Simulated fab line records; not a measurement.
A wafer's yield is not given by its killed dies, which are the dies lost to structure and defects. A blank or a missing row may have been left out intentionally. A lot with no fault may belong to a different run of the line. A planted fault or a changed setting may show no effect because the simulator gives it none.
Matching of chambers    flow n5_finfet    rie_diel-05 running N5_BEOL_M1_ETCH_69: 4 sister chambers
The step etches SiARC in CF4, target depth 15.6 nm, time 26 s. 4 wafers are shown with their chamber, then 11 later ones without.

== WAFERS WITH THEIR CHAMBER ==
wafer   chamber  showerhead_plenum_p_Torr (Torr)
L082.2  1        2.14
L082.3  0        2.29
L082.5  3        2.13
L080.2  2        2.12

== WAFERS MISSING THEIR CHAMBER ==
wafer   showerhead_plenum_p_Torr (Torr)
L080.5  2.12
L080.6  2.14
L084.2  2.14
L084.4  2.13
L084.6  2.14
L087.3  2.12
L087.4  2.29
L087.5  2.14
L092.1  2.12
L092.2  2.28
L092.3  2.14

== WHICH CHAMBER EACH WENT THROUGH ==
wafer    from the rows above   in truth
L080.5   2                     2
L080.6   1                     1
L084.2   1                     1
L084.4   3                     3
L084.6   1                     1
L087.3   2                     2
L087.4   0                     0
L087.5   1                     1
L092.1   2                     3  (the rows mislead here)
L092.2   0                     0
L092.3   1                     1
Placed correctly: 10 of 11. From these rows, 0 cannot be placed. Wrongly placed: 1.
How it was worked out, from the rows above alone: a wafer's distance from a chamber is the root of the sum, over the readings, of the square of ((its reading less the chamber's mean) divided by the reading's scatter). The wafer belongs to the nearest chamber; if the next one is less than 2 further off, it can't be placed. A chamber's mean is the mean of its shown wafers. The scatter (one wafer shown for each chamber): square how far every hidden wafer sits from the nearest shown wafer, average those squares and take the square root.
